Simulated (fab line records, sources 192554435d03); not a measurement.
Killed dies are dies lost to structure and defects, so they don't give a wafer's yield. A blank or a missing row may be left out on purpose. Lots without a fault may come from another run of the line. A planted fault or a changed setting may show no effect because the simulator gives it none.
fab line records | flow n5_finfet
record lots=13 wafers=33 last_day=17
route steps=1938 shown BEOL_M10@1528 BEOL_M11@1537 PASSIVATION@1936
lots that met no fault: from a run of the same line without faults
start_h: hours from the record's first day to the start of the lot's first wafer shown | wait_h: hours since the lot's step before | " the same as in the row above | L1.1+2: a row that stands for several wafers | - no value, or no start given | * or withheld: withheld | < > ~ a bound
route shown NAME@n: a module of which the file shows steps, and the number in the route of the first | usual: mean/standard deviation of fault-free wafers | same: alike in all rows | chamber/n: place in a boat | sites: the reading at each site | _std_site: their standard deviation | _edge_site: outer sites' mean less inner sites' | radius_mm: how far each site lies from the wafer's centre | mask NAME#n: copy n | behind: the tool/chamber that last shaped the wafer | hold: why the lot was held/for how many hours/how that ended | device: the transistor (n, p or np) that didn't switch | end of line: the same wafers' tests at the end of the route | a step without rows: its recipe alone | killed: dies lost to structure and defects at the first sort, not the wafer's yield | map: a wafer's dies, x killed, . not, _ none there
set.NAME: the setting as run; set.NAME@STEP: as run at that earlier step | model.NAME: the simulator's own value behind a step, which no gauge read
steps of the route over a sample of lots; a table a step, a row a wafer
services: from which hour (start_h, from the record's first day; less than 0 if before it) a tool's chamber was out of use, for how many hours, and why
## steps
# step N5_BEOL_M10_ECD_50
# recipe material=Cu target_thk_a=3180
# columns lot.wafer tool chamber start_h wait_h
L310.1+2+3 ecd_cu-01 1,0,1 220.82 0.1
L311.1+4 ecd_cu-02 0,1 240.53 0.2
L315.2+3+6 ecd_cu-01 0,0,1 258.27 0.1
L317.4+5 ecd_cu-01 1,0 261.13 0.1
L316.1+3+6 ecd_cu-02 1 262.28 0.1
L318.1+5 ecd_cu-01 0 270.45 0.1
L319.4+6 ecd_cu-01 0,1 275.22 0.1
L320.1+3+4 ecd_cu-02 0,1,0 288.01 0.1
L321.1+3+5 ecd_cu-01 1 288.98 0.1
L322.1+5 ecd_cu-01 0 298.13 0.1
L324.1+3+5 ecd_cu-01 0 305.84 0.1
L326.1+5 ecd_cu-01 1 317.12 0.1
L333.4+5+6 ecd_cu-02 1,1,0 370.83 0.2
# step N5_BEOL_M10_CMP_52
# recipe stop_on=SiCOH_lowk t_overpolish_s=7 down_force_psi=1 platen_rpm=50 clearing_platen_down_force_psi=1.5 clearing_platen_rpm=50 post_cmp_clean=cu_alkaline target_thk_nm=140 clearing_platen_pad_velocity_m_s=0.99484 pad_velocity_m_s=0.99484
# usual motor_current_A=6.0/0.68 slurry_flow_ml_min=149.9/0.44 time_to_endpoint_s=65/3.9
# columns lot.wafer tool chamber start_h wait_h motor_current_A slurry_flow_ml_min time_to_endpoint_s
L310.2 cmp-04 1 226.79 0.4 4.9 149.9 69
L310.3 " 2 " " 6.7 150.1 70
L310.1 " 3 " " 6.2 150.3 71
L311.4 cmp-04 3 241.12 0.1 5.8 149.7 70
L311.1 " 1 " " 5.1 149.2 71
L315.3 cmp-04 1 259.24 0.2 5.2 150.0 71
L315.2 " 3 " " 6.2 150.7 70
L315.6 " 1 " " 5.1 149.6 70
L317.4 cmp-04 0 261.51 0.1 5.1 150.4 65
L317.5 " 0 " " 5.0 150.6 66
L316.3 cmp-03 0 263.48 0.6 6.6 149.8 68
L316.1 " 2 " " 5.9 150.2 61
L316.6 " 1 " " 6.6 150.1 60
L318.1 cmp-04 2 270.93 0.3 6.6 148.9 65
L318.5 " 1 " " 5.3 150.4 68
L319.4 cmp-04 3 275.67 0.2 6.1 150.1 67
L319.6 " 2 " " 6.5 151.1 66
L320.1 cmp-03 0 288.44 0.3 6.2 150.2 64
L320.4 " 1 " " 6.5 149.3 57
L320.3 " 3 " " 5.1 149.7 60
L321.3 cmp-04 1 289.70 0.2 5.3 149.8 72
L321.1 " 3 " " 6.1 149.7 71
L321.5 " 1 " " 5.4 149.5 70
L322.1 cmp-03 2 298.61 0.3 6.1 149.4 61
L322.5 " 0 " " 5.9 149.9 65
L324.1 cmp-04 1 306.47 0.3 5.2 150.3 40
L324.3 " 0 " " 4.8 149.9 64
L324.5 " 1 " " 5.2 150.5 67
L326.1 cmp-03 3 317.72 0.3 4.7 150.1 34
L326.5 " 3 " " 5.0 150.2 62
L333.4 cmp-02 1 371.74 0.1 7.1 150.1 64
L333.6 " 1 " " 7.0 150.0 63
L333.5 " 2 " " 6.3 149.4 65
# step N5_BEOL_M10_RS_MEAS_57
# recipe thk_meas_gauge=four-point-probe reads=Cu_of_BEOL_M10_ECD_50+Co_of_BEOL_M10_CVD_75+TaN_of_BEOL_M10_ALD_74
# usual M10_RS=0.152/0.0053
# columns lot.wafer tool chamber start_h wait_h M10_RS[ohm/sq]
L310.1 film_metro-02 - 227.26 0.1 0.158
L310.2 " - " " 0.145
L310.3 " - " " 0.146
L311.1 film_metro-02 - 241.55 0.1 0.153
L311.4 " - " " 0.150
L315.2 film_metro-01 - 259.67 0.1 0.147
L315.3 " - " " 0.143
L315.6 " - " " 0.156
L317.4 film_metro-01 - 261.95 0.0 0.163
L317.5 " - " " 0.147
L316.1 film_metro-02 - 263.91 0.1 0.143
L316.3 " - " " 0.150
L316.6 " - " " 0.157
L318.1 film_metro-01 - 271.28 0.1 0.147
L318.5 " - " " 0.146
L319.4 film_metro-02 - 276.03 0.0 0.148
L319.6 " - " " 0.156
L320.1 film_metro-02 - 288.87 0.1 0.149
L320.3 " - " " 0.157
L320.4 " - " " 0.160
L321.1 film_metro-01 - 290.09 0.1 0.145
L321.3 " - " " 0.150
L321.5 " - " " 0.144
L322.1 film_metro-02 - 298.97 0.1 0.147
L322.5 " - " " 0.147
L324.1 film_metro-01 - 306.90 0.1 0.150
L324.3 " - " " 0.159
L324.5 " - " " 0.148
L326.1 film_metro-02 - 318.15 0.1 0.162
L326.5 " - " " 0.158
L333.4 film_metro-01 - 372.17 0.0 0.152
L333.5 " - " " 0.147
L333.6 " - " " 0.154
# step N5_BEOL_M11_CURE_71
# recipe temp_c=385 time_s=240 ambient=He/Ar material=SiCOH_lowk
# usual lamp_power_pct=52.32/0.052 wafer_temp_C_max=386.7/0.69
# columns lot.wafer tool chamber start_h wait_h lamp_power_pct wafer_temp_C_max
L310.1 uv_cure-01 1 227.40 0.0 52.26 386.3
L310.2 " 1 " " 52.46 385.9
L310.3 " 1 " " 52.35 385.6
L311.1 uv_cure-03 2 241.69 0.0 52.26 386.3
L311.4 " 2 " " 52.33 387.0
L315.2 uv_cure-02 2 259.89 0.1 52.35 387.2
L315.3 " 2 " " 52.29 387.7
L315.6 " 2 " " 52.37 386.9
L317.4 uv_cure-03 0 262.32 0.3 52.29 385.8
L317.5 " 0 " " 52.26 385.8
L316.1 uv_cure-03 0 264.05 0.0 52.24 385.6
L316.3 " 0 " " 52.26 386.0
L316.6 " 0 " " 52.40 385.7
L318.1 uv_cure-03 1 271.43 0.0 52.26 386.9
L318.5 " 1 " " 52.35 387.3
L319.4 uv_cure-02 2 276.84 0.7 52.24 386.6
L319.6 " 2 " " 52.29 386.8
L320.1 uv_cure-01 0 289.01 0.0 52.29 386.4
L320.3 " 0 " " 52.32 386.1
L320.4 " 0 " " 52.35 386.3
L321.1 uv_cure-02 0 290.24 0.0 52.20 386.7
L321.3 " 0 " " 52.35 387.0
L321.5 " 0 " " 52.31 387.3
L322.1 uv_cure-01 2 299.11 0.0 52.29 387.6
L322.5 " 2 " " 52.44 388.6
L324.1 uv_cure-02 2 307.04 0.0 52.31 386.5
L324.3 " 2 " " 52.37 387.2
L324.5 " 2 " " 52.34 388.1
L326.1 uv_cure-02 1 318.64 0.4 52.33 386.4
L326.5 " 1 " " 52.30 386.3
L333.4 uv_cure-03 1 372.55 0.3 52.30 388.1
L333.5 " 1 " " 52.29 388.4
L333.6 " 1 " " 52.27 386.7
# step N5_BEOL_M11_THK_MEAS_01
# recipe reads=SiCOH_lowk_of_BEOL_M11_ILD_DEP_00
# usual M11_ILD_THK=270/4.1
# columns lot.wafer tool chamber start_h wait_h M11_ILD_THK[nm]
L310.1 film_metro-02 - 227.91 0.4 272
L310.2 " - " " 275
L310.3 " - " " 274
L311.1 film_metro-02 - 242.20 0.4 268
L311.4 " - " " 272
L315.2 film_metro-02 - 260.32 0.4 262
L315.3 " - " " 267
L315.6 " - " " 271
L317.4 film_metro-02 - 262.60 0.2 273
L317.5 " - " " 277
L316.1 film_metro-01 - 264.56 0.4 264
L316.3 " - " " 267
L316.6 " - " " 272
L318.1 film_metro-01 - 271.94 0.4 272
L318.5 " - " " 272
L319.4 film_metro-01 - 277.35 0.4 269
L319.6 " - " " 270
L320.1 film_metro-01 - 289.53 0.4 269
L320.3 " - " " 269
L320.4 " - " " 279
L321.1 film_metro-02 - 290.75 0.4 265
L321.3 " - " " 261
L321.5 " - " " 270
L322.1 film_metro-01 - 299.62 0.4 265
L322.5 " - " " 268
L324.1 film_metro-02 - 307.55 0.4 265
L324.3 " - " " 265
L324.5 " - " " 270
L326.1 film_metro-02 - 319.15 0.4 267
L326.5 " - " " 275
L333.4 film_metro-01 - 372.82 0.2 277
L333.5 " - " " 273
L333.6 " - " " 276
# step N5_PASSIVATION_PROBE_49
# usual defect_limited_yield=91.5/1.5 killed_at_M0_to_M3=33/9.9 killed_at_M4_up=14/5.2 killed_at_contacts=11/5.2 killed_at_front_end=38/10 killed_at_other=4/3.5 killed_dies=100/18 killed_open=66/14 killed_short=32/6.9 sort_bin_5_function=5.0/1 sort_bin_6_memory=3.1/0.69 sort_bin_8_speed=0.03/0.26 sort_n_pass=1080/18 sort_yield_pct=91.5/1.5
# same gross_dies=1180 killed_at_back_side=0 sort_bin_4_leakage[%]=0
# columns lot.wafer tool chamber start_h wait_h defect_limited_yield[%] killed_at_M0_to_M3 killed_at_M4_up killed_at_contacts killed_at_front_end killed_at_other killed_dies killed_open killed_short sort_bin_5_function[%] sort_bin_6_memory[%] sort_bin_8_speed[%] sort_n_pass sort_yield_pct[%]
L318.1 prober-02 - 327.71 0.0 91.7 39 22 8 21 8 98 64 34 4.4 3.6 0 1082 91.7
L318.5 prober-02 - 327.91 0.2 90.9 36 15 26 26 4 107 67 40 5.3 3.1 0 1073 90.9
L319.4 prober-02 - 332.19 0.2 92.4 33 8 12 35 2 90 60 29 4.7 3.0 0 1090 92.4
L319.6 prober-02 - 332.29 0.3 94.9 16 5 13 24 2 60 43 16 3.5 1.6 0 1120 94.9
L316.1 prober-02 - 333.61 0.1 93.1 25 11 8 37 1 82 51 31 3.6 2.9 0 1098 93.1
L316.3 prober-02 - 333.71 0.2 91.3 31 15 12 44 1 103 68 29 5.1 2.9 0 1077 91.3
L316.6 prober-02 - 333.86 0.4 91.4 50 16 3 32 1 102 59 37 5.1 2.9 0 1078 91.4
L322.1 prober-02 - 347.61 0.0 93.1 25 10 3 35 8 81 40 34 3.6 2.5 0 1099 93.1
L322.5 prober-02 - 347.81 0.2 93.7 28 13 7 25 1 74 46 27 3.6 2.5 0 1106 93.7
L324.1 prober-02 - 360.03 0.0 91.7 30 10 11 46 1 98 64 32 5.1 3.1 0 1082 91.7
L324.3 prober-02 - 360.13 0.1 93.2 33 9 6 24 8 80 50 30 4.1 2.4 0 1100 93.2
L324.5 prober-02 - 360.23 0.2 95.0 13 5 6 31 4 59 34 24 3.1 1.3 0 1121 95.0
L326.1 prober-01 - 365.22 0.0 92.5 20 11 15 42 1 89 48 40 4.5 2.7 0 1091 92.5
L326.5 prober-01 - 365.42 0.2 93.1 26 10 7 33 5 81 56 24 3.6 3.0 0 1099 93.1
# killed by level:class
L318.1 BEOL_M4:geometric_particle:open=12 BEOL_M0_SAQP:geometric_particle:short=8 BEOL_M0_SAQP:geometric_particle:open=7 BEOL_M1:geometric_particle:open=6 MOL_CONTACT_COAG:geometric_particle:open=6 BEOL_M3:geometric_particle:open=5 STARTING-WAFER:geometric_particle:open=5 GATE_CUT:geometric_particle:short=4
L318.5 MOL_CONTACT_COAG:geometric_particle:open=19 BEOL_M0_SAQP:geometric_particle:short=10 BEOL_M0_SAQP:geometric_particle:open=9 BEOL_M4:geometric_particle:open=9 MOL_CONTACT_COAG:geometric_particle:short=7 GATE_CUT:geometric_particle:short=6 BEOL_M2:geometric_particle:open=6 BEOL_M2:geometric_particle:short=4
L319.4 STI_FIN_REVEAL:geometric_particle:open=13 BEOL_M0_SAQP:geometric_particle:short=12 MOL_CONTACT_COAG:geometric_particle:open=11 BEOL_M0_SAQP:geometric_particle:open=9 FIN_SAQP:geometric_particle:short=7 DUMMY_GATE:geometric_particle:open=5 BEOL_M4:geometric_particle:open=4 FIN_SAQP:geometric_particle:open=3
L319.6 MOL_CONTACT_COAG:geometric_particle:open=12 FIN_SAQP:geometric_particle:open=7 BEOL_M0_SAQP:geometric_particle:open=7 FIN_SAQP:geometric_particle:short=4 STARTING-WAFER:geometric_particle:open=4 BEOL_M0_SAQP:geometric_particle:short=3 BEOL_M2:geometric_particle:open=3 DUMMY_GATE:geometric_particle:open=2
L316.1 FIN_SAQP:geometric_particle:open=9 BEOL_M0_SAQP:geometric_particle:short=7 FIN_SAQP:geometric_particle:short=6 MOL_CONTACT_COAG:geometric_particle:open=6 BEOL_M0_SAQP:geometric_particle:open=6 BEOL_M3:geometric_particle:open=6 GATE_CUT:geometric_particle:short=5 STI_FIN_REVEAL:geometric_particle:open=4
L316.3 FIN_SAQP:geometric_particle:open=14 MOL_CONTACT_COAG:geometric_particle:open=12 BEOL_M4:geometric_particle:open=12 BEOL_M0_SAQP:geometric_particle:short=9 FIN_SAQP:geometric_particle:short=7 DUMMY_GATE:geometric_particle:open=6 BEOL_M0_SAQP:geometric_particle:open=6 HKMG_FIN:area_etch=6
L316.6 BEOL_M0_SAQP:geometric_particle:open=26 BEOL_M0_SAQP:geometric_particle:short=22 FIN_SAQP:geometric_particle:open=9 BEOL_M4:geometric_particle:open=7 HKMG_FIN:area_etch=6 FIN_SAQP:geometric_particle:short=5 STI_FIN_REVEAL:geometric_particle:open=4 ILD0:geometric_particle:short=3
L322.1 FIN_SAQP:geometric_particle:short=8 BEOL_M2:geometric_particle:open=6 HKMG_FIN:area_etch=6 BEOL_M0_SAQP:geometric_particle:open=5 BEOL_M0_SAQP:geometric_particle:short=5 BEOL_M1:geometric_particle:open=5 GATE_CUT:geometric_particle:short=4 PASS1_CAP:geometric_particle:short=4
L322.5 BEOL_M2:geometric_particle:open=9 DUMMY_GATE:geometric_particle:open=7 BEOL_M0_SAQP:geometric_particle:open=6 GATE_CUT:geometric_particle:short=5 MOL_CONTACT_COAG:geometric_particle:open=5 BEOL_M0_SAQP:geometric_particle:short=5 BEOL_M0:geometric_particle:short=3 FIN_SAQP:geometric_particle:open=2
L324.1 STI_FIN_REVEAL:geometric_particle:open=11 GATE_CUT:geometric_particle:short=9 MOL_CONTACT_COAG:geometric_particle:open=8 BEOL_M2:geometric_particle:open=7 FIN_SAQP:geometric_particle:open=6 BEOL_M3:geometric_particle:open=5 BEOL_M3:geometric_particle:short=5 DUMMY_GATE:geometric_particle:open=4
L324.3 BEOL_M2:geometric_particle:open=10 FIN_SAQP:geometric_particle:open=6 MOL_CONTACT_COAG:geometric_particle:open=6 BEOL_M0_SAQP:geometric_particle:short=6 FIN_SAQP:geometric_particle:short=5 BEOL_M3:geometric_particle:open=4 BEOL_M2:geometric_particle:short=4 STARTING-WAFER:geometric_particle:open=4
L324.5 GATE_CUT:geometric_particle:short=8 FIN_SAQP:geometric_particle:open=5 FIN_SAQP:geometric_particle:short=5 GATE_CUT:geometric_particle:open=4 MOL_CONTACT_COAG:geometric_particle:open=4 BEOL_M1:geometric_particle:open=4 BEOL_M2:geometric_particle:open=3 DUMMY_GATE:geometric_particle:open=2
L326.1 MOL_CONTACT_COAG:geometric_particle:open=12 FIN_SAQP:geometric_particle:short=11 STI_FIN_REVEAL:geometric_particle:open=7 GATE_CUT:geometric_particle:short=5 STARTING-WAFER:geometric_particle:open=5 DUMMY_GATE:geometric_particle:open=4 DUMMY_GATE:geometric_particle:short=4 BEOL_M0_SAQP:geometric_particle:open=4
L326.5 FIN_SAQP:geometric_particle:open=9 BEOL_M4:geometric_particle:open=7 BEOL_M2:geometric_particle:short=6 BEOL_M3:geometric_particle:open=6 DUMMY_GATE:geometric_particle:open=5 MOL_CONTACT_COAG:geometric_particle:open=5 BEOL_M0_SAQP:geometric_particle:open=5 STI_FIN_REVEAL:geometric_particle:open=4
## services
# columns tool chamber start_h hours kind
cmp-04 - 213.83 0.9 repair
uv_cure-03 - 220.47 1.2 repair
ecd_cu-01 - 229.77 2.2 repair
cmp-04 - 233.19 1.7 repair
ecd_cu-01 - 234.98 7.6 pm
cmp-03 - 246.92 6.7 pm
cmp-02 - 252.02 4.6 pm
uv_cure-01 - 256.24 22.2 pm
cmp-02 - 259.66 5.2 repair
uv_cure-02 - 267.26 2.1 pm
cmp-02 - 269.14 1.4 repair
cmp-04 - 286.21 1.1 repair
cmp-04 - 292.15 4.0 pm
cmp-04 - 296.15 - consumable_replace:conditioner
cmp-03 - 306.63 4.0 pm
uv_cure-03 - 306.76 28.1 pm
cmp-04 - 317.03 4.6 repair
ecd_cu-01 - 328.57 0.5 repair
uv_cure-01 - 338.17 2.1 pm
uv_cure-03 - 344.30 7.1 pm
cmp-03 - 347.65 1.0 repair
uv_cure-02 - 351.54 7.5 pm
uv_cure-02 - 359.09 6.0 pm
cmp-03 - 368.25 3.7 repair
## key
first_sign step=N5_BEOL_M10_CMP_52 reading=time_to_endpoint_s direction=down sigmas=7.1 usual=* struck=*
effect none on later readings
met_at N5_BEOL_M10_ECD_50
struck_lots L324,L326
struck_wafers L324.1,L326.1
not_acting_at N5_BEOL_M10_RS_MEAS_57,N5_BEOL_M11_CURE_71,N5_BEOL_M11_THK_MEAS_01
onset_between 298.13 305.84
fault kind=process_parameter_drift tool=ecd_cu-01 chamber=- onset_h=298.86 steps=N5_BEOL_M10_ECD_50 channel=target_thk_a offset=* shape=step end_h=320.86 scope=struck_wafers_only acts_in=* stated=*
